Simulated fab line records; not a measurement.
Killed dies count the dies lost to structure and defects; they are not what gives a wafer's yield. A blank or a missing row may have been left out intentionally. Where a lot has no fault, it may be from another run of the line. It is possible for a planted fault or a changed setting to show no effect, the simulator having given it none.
fab line records ; flow n5_finfet
record lots=5; wafers=15; last_day=17
route steps=1938 shown BEOL_M3@969 BEOL_M4@1111 PASSIVATION@1936
lots that met no fault: taken from a fault-free run of the same line
start_h: hours from the record's opening day to when the first of the lot's shown wafers began ; wait_h: hours elapsed since this lot's preceding step ; " as in the row above ; L1.1+2: a single row standing in for several wafers ; - no value, or no start was given ; * or withheld: withheld ; < > ~ a bound
route shown NAME@n: NAME is a module with steps in the file, n the number in the route of the first one ; usual: mean/standard deviation of fault-free wafers ; same: alike in all rows ; chamber/n: place in a boat ; sites: per-site readings ; _std_site: their standard deviation ; _edge_site: the outer-site mean with the inner-site mean subtracted ; radius_mm: how far each site lies from the wafer's centre ; mask NAME#n: copy n ; behind: the last tool/chamber to shape the wafer ; hold: the reason the lot was held/the length of the hold in hours/how it ended ; device: the n, p or np transistor that did not switch ; end of line: the route-end tests of the same wafers ; step lacking rows: just its recipe ; killed: dies lost to structure and defects at the first sort, not the wafer's yield ; map: a wafer's dies, x killed, . not, _ none there
set.NAME: the setting the step ran with; set.NAME@STEP: the setting that earlier step ran with ; model.NAME: the simulator's own value behind a step, which no gauge read
lots seen at some steps along the route; tables by step, rows by wafer
services: when a tool's chamber went out of use (start_h, in hours from the record's first day, below 0 if earlier), for how many hours, and the reason
## steps
# step N5_BEOL_M3_DESCUM_33
# recipe chemistry=O2; time_s=7; source_power_w=50; bias_power_w=20; pressure_mtorr=20; rf_frequency_hz=2.712e+07; temp_c=40; resist=CAR-EUV; o2_flow_sccm=225
# usual drypump_motor_current_A=5.9/0.35; oes_product_au=0.81/0.094; rf_vpp_V=243.8/1.2; showerhead_plenum_p_Torr=2.13/0.061; throttle_valve_pct=20.46/0.22
lot.wafer;tool;chamber;start_h;wait_h;drypump_motor_current_A;oes_product_au;rf_hours_counter_h;rf_vpp_V;showerhead_plenum_p_Torr;throttle_valve_pct
L282.1;rie_diel-02;0;178.85;0.1;5.5;0.76;162;244.1;2.17;20.83
L282.4;rie_diel-02;1;178.85;0.1;5.7;0.95;-;242.5;2.12;20.10
L282.6;rie_diel-02;3;178.85;0.1;6.3;0.92;-;245.0;2.24;20.40
L285.1;rie_diel-01;0;187.98;0.0;6.3;0.85;54;244.7;2.11;20.53
L285.4;rie_diel-01;1;187.98;0.0;5.8;0.69;-;243.4;2.16;20.98
L285.6;rie_diel-01;0;187.98;0.0;6.3;0.85;-;242.6;2.11;20.52
L291.1;rie_diel-01;1;242.01;0.0;5.8;0.94;7;245.2;2.16;20.52
L291.2;rie_diel-01;2;242.01;0.0;5.9;0.97;19;244.3;2.22;20.26
L291.4;rie_diel-01;0;242.01;0.0;6.3;0.83;75;243.2;2.10;20.56
L297.2;rie_diel-01;3;265.62;0.0;5.8;0.82;81;243.7;2.11;20.42
L297.3;rie_diel-01;0;265.62;0.0;6.3;0.83;82;243.5;2.10;20.57
L297.5;rie_diel-01;0;265.62;0.0;6.3;0.83;-;243.6;2.10;20.58
L298.1;rie_diel-02;2;269.57;0.0;6.2;0.67;239;243.3;2.06;20.33
L298.4;rie_diel-02;3;269.57;0.0;6.3;0.86;55;243.8;2.22;20.45
L298.5;rie_diel-02;1;269.57;0.0;5.7;0.89;-;244.8;2.12;20.12
# step N5_BEOL_M3_ETCH_77
# recipe chemistry=N2/H2; target=underlayer; target_depth_a=65; mask_material=CAR-EUV; time_s=5.2; ion_energy_ev=200; pressure_mtorr=30; source_w=840; bias_w=150; n2_flow_sccm=200; h2_flow_sccm=200; ends=cleared
# step N5_BEOL_M3_ETCH_69
# recipe chemistry=CF4; target=SiARC; target_depth_a=156; mask_material=CAR-EUV; time_s=26; ion_energy_ev=80; pressure_mtorr=40; source_w=545; bias_w=36; Ar_flow_sccm=100; cf4_flow_sccm=100; ends=cleared
# step N5_BEOL_M3_ALD_98
# recipe material=SiO2; target_thk_a=25; temp_c=100; ald_precursor_family=BDEAS; ald_co_reactant=O2-plasma; pulse_time_s=1; co_reactant_pulse_time_s=1; purge_time_s=2; co_reactant_purge_time_s=2; ald_cycles=17; pressure_torr=2
# step N5_BEOL_M3_ETCHBACK_99
# recipe chemistry=CHF3; target=SiO2; target_depth_a=50; time_s=10.4; source_w=215; bias_w=47; Ar_flow_sccm=200; CHF3_flow_sccm=12; ion_energy_ev=100; pressure_mtorr=30
# step N5_BEOL_M3_ETCH_70
# recipe chemistry=N2/H2; target=SOC; target_depth_a=800; overetch_a=160; mask_material=SiARC; temp_c=40; time_s=120; ion_energy_ev=200; pressure_mtorr=30; source_w=840; bias_w=150; n2_flow_sccm=200; h2_flow_sccm=200
# usual drypump_motor_current_A=5.9/0.37; h2_flow_sccm=200.0/0.65; oes_product_au=0.61/0.069; rf_vpp_V=525.1/2.2; showerhead_plenum_p_Torr=2.58/0.076; throttle_valve_pct=17.86/0.24
lot.wafer;tool;chamber;start_h;wait_h;drypump_motor_current_A;h2_flow_sccm;oes_product_au;rf_hours_counter_h;rf_vpp_V;showerhead_plenum_p_Torr;throttle_valve_pct
L282.1;rie_diel-01;1;186.27;0.0;5.8;199.2;0.53;252;524.0;2.62;18.32
L282.4;rie_diel-01;1;186.27;0.0;5.8;200.0;0.53;-;525.9;2.62;18.34
L282.6;rie_diel-01;3;186.27;0.0;5.8;201.6;0.66;-;523.7;2.57;17.73
L285.1;rie_diel-01;2;207.30;0.0;5.8;199.8;0.74;8;528.7;2.69;17.46
L285.4;rie_diel-01;2;207.30;0.0;5.8;199.5;0.74;-;530.3;2.69;17.46
L285.6;rie_diel-01;0;207.30;0.0;6.3;199.6;0.64;-;525.0;2.60;18.08
L291.1;rie_diel-05;0;251.31;0.0;6.1;201.5;0.53;232;526.2;2.61;18.05
L291.2;rie_diel-05;2;251.31;0.0;5.0;200.2;0.56;194;522.4;2.41;17.64
L291.4;rie_diel-05;1;251.31;0.0;6.0;199.5;0.58;-;522.8;2.53;17.76
L297.2;rie_diel-02;1;274.33;0.0;5.7;199.7;0.67;32;525.2;2.59;17.60
L297.3;rie_diel-02;0;274.33;0.0;5.4;200.7;0.56;191;527.2;2.63;18.27
L297.5;rie_diel-02;1;274.33;0.0;5.7;200.4;0.67;-;524.7;2.59;17.57
L298.1;rie_diel-05;2;283.65;0.0;5.0;199.1;0.55;206;520.1;2.40;17.63
L298.4;rie_diel-05;1;283.65;0.0;6.0;199.6;0.56;168;523.4;2.52;17.76
L298.5;rie_diel-05;2;283.65;0.0;5.1;199.4;0.55;-;520.2;2.40;17.65
# step N5_BEOL_M3_STRIP_71
# recipe chemistry=N2/H2; temp_c=40; n2_flow_sccm=200; h2_flow_sccm=200; rf_frequency_hz=6e+07
# step N5_BEOL_M3_STRIP_78
# recipe chemistry=N2/H2; temp_c=40; n2_flow_sccm=200; h2_flow_sccm=200; rf_frequency_hz=6e+07
# step N5_BEOL_M3_VIA_ETCH_34
# recipe chemistry=C4F6/O2; target_depth_a=694; mask_material=SOC; pressure_mtorr=15; ion_energy_ev=250; taper_deg=4; time_s=65.9; source_w=350; bias_w=170; Ar_flow_sccm=300; C4F6_flow_sccm=10; O2_flow_sccm=10
# step N5_BEOL_M3_STRIP_83
# recipe chemistry=C4F6/O2; resist=SiARC; rf_frequency_hz=6e+07
# step N5_BEOL_M3_STRIP_36
# recipe chemistry=N2/H2; power_w=450; temp_c=40; pressure_mtorr=20; rf_frequency_hz=6e+07; overash_fraction=0.3; bias_power_w=7; h2_frac=0.5; n2_flow_sccm=200; h2_flow_sccm=200
# usual drypump_motor_current_A=5.9/0.37; h2_flow_sccm=200.0/0.59; oes_product_au=0.79/0.096; rf_vpp_V=59.2/1.6; showerhead_plenum_p_Torr=2.58/0.076; throttle_valve_pct=23.67/0.27
lot.wafer;tool;chamber;start_h;wait_h;drypump_motor_current_A;h2_flow_sccm;oes_product_au;rf_hours_counter_h;rf_vpp_V;showerhead_plenum_p_Torr;throttle_valve_pct
L282.1;rie_diel-01;1;186.43;0.0;5.8;199.3;0.70;252;58.9;2.62;24.23
L282.4;rie_diel-01;1;186.43;0.0;5.8;199.8;0.70;-;58.3;2.62;24.23
L282.6;rie_diel-01;3;186.43;0.0;5.9;199.8;0.86;-;61.2;2.57;23.47
L285.1;rie_diel-01;2;207.54;0.0;5.9;200.6;0.99;9;60.0;2.69;23.18
L285.4;rie_diel-01;2;207.54;0.0;5.9;200.6;0.99;-;58.4;2.69;23.16
L285.6;rie_diel-01;0;207.54;0.0;6.3;200.5;0.85;-;60.0;2.59;23.93
L291.1;rie_diel-05;0;251.47;0.0;6.1;200.4;0.69;232;62.0;2.61;23.87
L291.2;rie_diel-05;2;251.47;0.0;5.0;199.4;0.73;194;62.1;2.40;23.37
L291.4;rie_diel-05;1;251.47;0.0;6.0;199.8;0.74;-;58.6;2.52;23.49
L297.2;rie_diel-02;1;274.49;0.0;5.8;200.9;0.90;32;56.4;2.58;23.54
L297.3;rie_diel-02;0;274.49;0.0;5.4;199.9;0.74;191;58.2;2.62;24.11
L297.5;rie_diel-02;1;274.49;0.0;5.7;199.8;0.88;-;57.6;2.58;23.51
L298.1;rie_diel-05;2;283.81;0.0;5.0;200.8;0.73;206;56.8;2.40;23.37
L298.4;rie_diel-05;1;283.81;0.0;6.0;201.3;0.73;168;59.0;2.52;23.49
L298.5;rie_diel-05;2;283.81;0.0;5.0;200.5;0.73;-;59.6;2.40;23.39
# step N5_BEOL_M3_TRENCH_ETCH_37
# recipe chemistry=C4F6/O2; target_depth_a=555.55; target=SiOC; time_s=29.2; ion_energy_ev=250; pressure_mtorr=30; source_w=355; bias_w=185; Ar_flow_sccm=300; C4F6_flow_sccm=10; O2_flow_sccm=10
# usual drypump_motor_current_A=5.9/0.37; oes_product_au=0.79/0.096; rf_vpp_V=670/12; showerhead_plenum_p_Torr=2.89/0.074; throttle_valve_pct=20.92/0.2
lot.wafer;tool;chamber;start_h;wait_h;drypump_motor_current_A;oes_product_au;rf_hours_counter_h;rf_vpp_V;showerhead_plenum_p_Torr;throttle_valve_pct
L282.1;rie_diel-01;1;-;-;5.8;0.69;252;640;2.93;21.36
L282.4;rie_diel-01;1;-;-;5.8;0.70;-;639;2.93;21.36
L282.6;rie_diel-01;3;-;-;5.8;0.86;-;673;2.89;20.94
L285.1;rie_diel-01;2;-;-;5.9;0.98;9;671;3.01;20.62
L285.4;rie_diel-01;2;-;-;5.9;0.99;-;671;3.01;20.64
L285.6;rie_diel-01;0;-;-;6.3;0.84;-;686;2.89;21.13
L291.1;rie_diel-05;0;-;-;6.1;0.68;232;668;2.93;21.03
L291.2;rie_diel-05;2;-;-;5.0;0.73;194;667;2.73;20.86
L291.4;rie_diel-05;1;-;-;6.0;0.74;-;686;2.83;20.83
L297.2;rie_diel-02;1;-;-;5.7;0.88;32;675;2.92;20.78
L297.3;rie_diel-02;0;-;-;5.5;0.72;192;670;2.92;21.24
L297.5;rie_diel-02;1;-;-;5.7;0.88;-;675;2.92;20.78
L298.1;rie_diel-05;2;-;-;5.1;0.72;206;667;2.73;20.86
L298.4;rie_diel-05;1;-;-;6.0;0.73;168;685;2.82;20.86
L298.5;rie_diel-05;2;-;-;5.0;0.72;-;665;2.73;20.87
# step N5_BEOL_M3_ETCH_41
# recipe chemistry=CH3F/O2; target=SiCN; target_depth_a=299; taper_deg=2; time_s=52.5; ion_energy_ev=120; mask_material=TiN; pressure_mtorr=30; source_w=395; bias_w=75; Ar_flow_sccm=150; CH3F_flow_sccm=30; O2_flow_sccm=20
# usual drypump_motor_current_A=5.9/0.37; oes_product_au=0.79/0.096; rf_vpp_V=298.0/1.4; showerhead_plenum_p_Torr=2.03/0.055; throttle_valve_pct=16.38/0.21
lot.wafer;tool;chamber;start_h;wait_h;drypump_motor_current_A;oes_product_au;rf_hours_counter_h;rf_vpp_V;showerhead_plenum_p_Torr;throttle_valve_pct;model.etch.depth_nm
L282.1;rie_diel-01;1;186.50;-;5.8;0.69;252;299.4;2.06;16.82;19.88
L282.4;rie_diel-01;1;186.50;-;5.8;0.68;-;299.2;2.06;16.81;19.83
L282.6;rie_diel-01;3;186.50;-;5.8;0.87;-;298.3;2.03;16.34;20.11
L285.1;rie_diel-01;2;207.64;-;5.8;0.98;9;298.6;2.12;16.07;20.4
L285.4;rie_diel-01;2;207.64;-;5.8;0.98;-;298.5;2.12;16.07;20.38
L285.6;rie_diel-01;0;207.64;-;6.3;0.77;-;297.6;2.03;16.51;17.38
L291.1;rie_diel-05;0;251.54;-;6.1;0.68;232;299.1;2.06;16.52;19.38
L291.2;rie_diel-05;2;251.54;-;5.0;0.73;194;296.2;1.92;16.33;19.72
L291.4;rie_diel-05;1;251.54;-;6.0;0.74;-;296.7;1.99;16.33;19.45
L297.2;rie_diel-02;1;274.56;-;5.7;0.88;32;299.3;2.05;16.14;19.92
L297.3;rie_diel-02;0;274.56;-;5.5;0.72;192;297.4;2.06;16.77;19.37
L297.5;rie_diel-02;1;274.56;-;5.7;0.88;-;296.9;2.05;16.15;19.93
L298.1;rie_diel-05;2;283.88;-;5.0;0.72;206;294.2;1.91;16.35;19.83
L298.4;rie_diel-05;1;283.88;-;6.1;0.73;168;299.6;1.98;16.37;19.68
L298.5;rie_diel-05;2;283.88;-;5.0;0.72;-;294.0;1.91;16.35;19.94
# step N5_BEOL_M3_STRIP_97
# recipe chemistry=N2/H2; time_s=10; power_w=450; temp_c=40; pressure_mtorr=20; rf_frequency_hz=6e+07; bias_power_w=7; n2_flow_sccm=200; h2_flow_sccm=200
# usual drypump_motor_current_A=5.9/0.36; h2_flow_sccm=200.0/0.58; oes_product_au=0.79/0.096; rf_vpp_V=59.4/0.85; showerhead_plenum_p_Torr=2.58/0.076; throttle_valve_pct=23.67/0.27
lot.wafer;tool;chamber;start_h;wait_h;drypump_motor_current_A;h2_flow_sccm;oes_product_au;rf_hours_counter_h;rf_vpp_V;showerhead_plenum_p_Torr;throttle_valve_pct
L282.1;rie_diel-01;1;-;-;5.8;199.7;0.70;252;59.0;2.62;24.22
L282.4;rie_diel-01;1;-;-;5.8;200.3;0.70;-;59.8;2.62;24.22
L282.6;rie_diel-01;3;-;-;5.8;200.8;0.86;-;58.8;2.57;23.45
L285.1;rie_diel-01;2;-;-;5.9;200.1;1.01;9;58.2;2.69;23.16
L285.4;rie_diel-01;2;-;-;5.9;199.9;1.01;-;59.4;2.69;23.17
L285.6;rie_diel-01;0;-;-;6.3;200.6;0.85;-;58.7;2.59;23.92
L291.1;rie_diel-05;0;-;-;6.1;199.6;0.68;232;59.0;2.61;23.84
L291.2;rie_diel-05;2;-;-;5.0;199.8;0.74;194;57.4;2.40;23.36
L291.4;rie_diel-05;1;-;-;6.0;199.5;0.75;-;60.4;2.52;23.48
L297.2;rie_diel-02;1;-;-;5.7;199.9;0.89;32;58.4;2.58;23.52
L297.3;rie_diel-02;0;-;-;5.5;201.2;0.73;192;59.5;2.62;24.08
L297.5;rie_diel-02;1;-;-;5.7;200.6;0.89;-;58.7;2.58;23.52
L298.1;rie_diel-05;2;-;-;5.1;200.6;0.72;206;58.9;2.40;23.38
L298.4;rie_diel-05;1;-;-;6.0;199.5;0.73;168;57.4;2.52;23.49
L298.5;rie_diel-05;2;-;-;5.1;200.7;0.72;-;60.0;2.40;23.38
# step N5_BEOL_M4_RC_MEAS_101
# usual DIBL_N=36.0/2.2; DIBL_P=36.2/2.4; IOFF_N=0.16/0.035; IOFF_P=0.21/0.037; ION_N=672/13; ION_P=461/7; SS_N=71.4/0.69; SS_P=73.2/0.75; VT_N=250/3.4; VT_P=-251/3
lot.wafer;tool;chamber;start_h;wait_h;DIBL_N[mV/V];DIBL_P[mV/V];IOFF_N[nA/um];IOFF_P[nA/um];ION_N[uA/um];ION_P[uA/um];SS_N[mV/dec];SS_P[mV/dec];VT_N[mV];VT_P[mV]
L282.1;prober-01;0;202.39;0.0;38.2;37.7;0.19;0.24;680;462;71.8;74.0;246;-247
L282.4;prober-01;0;202.39;0.0;36.0;35.7;0.15;0.21;675;462;71.6;73.1;248;-253
L282.6;prober-01;0;202.39;0.0;35.5;33.4;0.13;0.17;665;453;71.6;72.9;251;-254
L285.1;prober-02;0;236.73;0.0;33.1;33.9;0.11;0.17;653;452;70.3;72.8;258;-255
L285.4;prober-02;0;236.73;0.0;36.9;37.4;0.19;0.23;678;466;72.1;73.7;248;-249
L285.6;prober-02;0;236.73;0.0;37.6;38.0;0.20;0.24;668;458;72.4;74.2;249;-250
L291.1;prober-02;0;272.79;0.0;34.9;36.2;0.15;0.19;666;456;71.9;73.1;248;-252
L291.2;prober-02;0;272.79;0.0;35.6;36.9;0.17;0.22;678;459;72.1;73.2;250;-250
L291.4;prober-02;0;272.79;0.0;35.9;37.3;0.17;0.22;669;458;71.5;73.8;248;-253
L297.2;prober-01;0;302.81;0.2;33.9;33.1;0.11;0.17;657;458;70.2;72.8;253;-254
L297.3;prober-01;0;302.81;0.2;36.3;35.1;0.14;0.19;669;457;71.1;73.5;251;-251
L297.5;prober-01;0;302.81;0.2;34.0;33.0;0.11;0.16;649;454;70.1;72.9;253;-253
L298.1;prober-01;0;304.60;0.0;34.6;33.0;0.12;0.17;667;457;70.9;73.0;254;-252
L298.4;prober-01;0;304.60;0.0;38.7;38.7;0.21;0.26;688;470;71.4;74.3;244;-249
L298.5;prober-01;0;304.60;0.0;36.1;36.4;0.15;0.22;680;468;70.7;73.1;249;-249
# step N5_PASSIVATION_PROBE_49
# usual defect_limited_yield=91.2/1.4; killed_at_M0_to_M3=34/9.4; killed_at_M4_up=14/5.6; killed_at_contacts=13/7.8; killed_at_front_end=37/10; killed_at_other=4/3.3; killed_dies=103/17; killed_open=68/13; killed_short=33/8.2; sort_bin_5_function=5.1/0.92; sort_bin_6_memory=3.3/0.71; sort_n_pass=1077/17; sort_yield_pct=91.2/1.4
# same gross_dies=1180; killed_at_back_side=0; sort_bin_4_leakage[%]=0; sort_bin_8_speed[%]=0
lot.wafer;tool;chamber;start_h;wait_h;defect_limited_yield[%];killed_at_M0_to_M3;killed_at_M4_up;killed_at_contacts;killed_at_front_end;killed_at_other;killed_dies;killed_open;killed_short;sort_bin_5_function[%];sort_bin_6_memory[%];sort_n_pass;sort_yield_pct[%]
L291.1;prober-01;-;377.92;0.0;91.4;43;22;8;27;1;101;71;29;5.5;2.6;1079;91.4
L291.2;prober-01;-;377.97;0.1;89.6;48;21;6;47;1;123;91;32;6.1;3.8;1057;89.6
L291.4;prober-01;-;378.07;0.2;90.5;54;11;7;38;2;112;63;41;4.5;3.6;1068;90.5
# killed by level:class
L291.1 BEOL_M0_SAQP:geometric_particle:open=18 BEOL_M0_SAQP:geometric_particle:short=12 STI_FIN_REVEAL:geometric_particle:open=11 MOL_CONTACT_COAG:geometric_particle:open=8 BEOL_M5:geometric_particle:open=7 BEOL_M2:geometric_particle:open=6 GATE_CUT:geometric_particle:short=5 BEOL_M1:geometric_particle:open=5
L291.2 STI_FIN_REVEAL:geometric_particle:open=16 BEOL_M0_SAQP:geometric_particle:open=15 BEOL_M0_SAQP:geometric_particle:short=11 FIN_SAQP:geometric_particle:open=9 BEOL_M5:geometric_particle:open=9 BEOL_M1:geometric_particle:open=8 BEOL_M2:geometric_particle:open=7 MOL_CONTACT_COAG:geometric_particle:open=6
L291.4 BEOL_M0_SAQP:geometric_particle:short=18 BEOL_M0_SAQP:geometric_particle:open=11 FIN_SAQP:geometric_particle:open=9 BEOL_M2:geometric_particle:open=8 FIN_SAQP:geometric_particle:short=7 BEOL_M1:geometric_particle:open=7 HKMG_FIN:area_etch=7 BEOL_M0:geometric_particle:short=6
## services
tool;chamber;start_h;hours;kind
rie_diel-01;2;168.39;-;clean
rie_diel-01;2;168.39;-;consumable_replace:focus_ring
rie_diel-01;2;168.39;-;consumable_replace:showerhead
rie_diel-01;2;168.39;21.4;scheduled_down
rie_diel-01;2;168.39;21.4;vent_cycle
rie_diel-02;2;177.07;8.7;repair
rie_diel-01;1;189.91;-;clean
rie_diel-01;1;189.91;-;consumable_replace:focus_ring
rie_diel-01;1;189.91;30.6;scheduled_down
rie_diel-01;1;189.91;30.6;vent_cycle
rie_diel-02;1;203.82;16.6;repair
rie_diel-01;3;205.00;4.9;repair
rie_diel-05;0;227.75;9.5;repair
rie_diel-05;3;237.47;-;clean
rie_diel-05;3;237.47;-;consumable_replace:focus_ring
rie_diel-05;3;237.47;25.4;scheduled_down
rie_diel-05;3;237.47;25.4;vent_cycle
rie_diel-01;3;252.29;4.1;repair
rie_diel-02;-;263.90;1.7;repair
## key
first_sign none at tools or gauges
model_effect step=N5_BEOL_M3_ETCH_41; value=etch.depth_nm; without=20.07; struck=17.38
met_at N5_BEOL_M3_ETCH_41
struck_wafers L285.6
fault kind=process_parameter_drift; tool=rie_diel-01; chamber=0; onset_h=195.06; steps=N5_BEOL_M3_ETCH_41; channel=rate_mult; offset=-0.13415; shape=step
